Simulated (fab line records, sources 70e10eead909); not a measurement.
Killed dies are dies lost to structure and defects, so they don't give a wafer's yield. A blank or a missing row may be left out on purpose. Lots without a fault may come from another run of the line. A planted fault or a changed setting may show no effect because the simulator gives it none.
Chamber matching | flow nand_harc | NHARC_HYBRID_BOND_ACTIVATE_00 on rie_diel-01: 4 sister chambers
The step chemistry N2, time 60 s. 14 wafers are shown with their chamber, then 7 later ones without.

WAFERS WITH THEIR CHAMBER
wafer  | chamber | drypump_motor_current_A (A) | oes_product_au (a.u.) | rf_vpp_V (V)
L943.1 | 2       | 5.4                         | 0.990                 | 64.2
L943.4 | 0       | 5.1                         | 0.996                 | 62.4
L943.5 | 0       | 5.1                         | 0.996                 | 63.7
L945.1 | 0       | 5.1                         | 1.012                 | 64.5
L945.3 | 3       | 5.2                         | 0.992                 | 62.8
L945.4 | 1       | 6.5                         | 1.005                 | 64.0
L952.1 | 1       | 6.5                         | 1.003                 | 64.2
L952.2 | 0       | 5.1                         | 1.000                 | 63.7
L952.6 | 2       | 5.4                         | 0.996                 | 64.2
L950.2 | 2       | 5.5                         | 0.992                 | 62.3
L950.5 | 2       | 5.4                         | 0.983                 | 62.2
L950.6 | 3       | 5.3                         | 0.997                 | 64.3
L955.2 | 2       | 5.4                         | 0.993                 | 62.2
L955.4 | 0       | 5.1                         | 1.003                 | 64.3

SIGNATURES (means of the wafers above)
reading                 | chamber 0 | chamber 1 | chamber 2 | chamber 3 | scatter within a chamber
drypump_motor_current_A | 5.100     | 6.500     | 5.420     | 5.250     | 0.0361
oes_product_au          | 1.00140   | 1.00400   | 0.99080   | 0.99450   | 0.00533
rf_vpp_V                | 63.720    | 64.100    | 63.020    | 63.550    | 0.921
Rule: a wafer's distance from a chamber is the root of the sum, over the readings, of the square of ((its reading less the chamber's mean) divided by the reading's scatter). The wafer belongs to the nearest chamber; if the next one is less than 2 further off, it can't be placed. The scatter: the root of (the sum of the squares of (reading less its chamber's mean) over the shown wafers, divided by (wafers less chambers)).

WAFERS WITHOUT THEIR CHAMBER
wafer  | drypump_motor_current_A (A) | oes_product_au (a.u.) | rf_vpp_V (V)
L955.5 | 5.4                         | 0.993                 | 64.3
L956.2 | 5.3                         | 0.998                 | 61.9
L956.3 | 5.1                         | 1.011                 | 62.9
L956.5 | 5.1                         | 0.999                 | 62.8
L965.1 | 5.2                         | 0.988                 | 64.4
L965.3 | 5.4                         | 1.018                 | 63.2
L965.5 | 6.5                         | 1.009                 | 65.9

WHICH CHAMBER EACH WENT THROUGH
wafer  | from the rows above     | in truth
L955.5 | 2                       | 2
L956.2 | can't be placed: 3 or 2 | 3
L956.3 | 0                       | 0
L956.5 | 0                       | 0
L965.1 | can't be placed: 3 or 0 | 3
L965.3 | can't be placed: 2 or 3 | 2
L965.5 | 1                       | 1
Placed correctly: 4 of 7. Can't be placed from these rows: 3 (the true chamber is among the candidates in 3). Placed wrongly: 0.
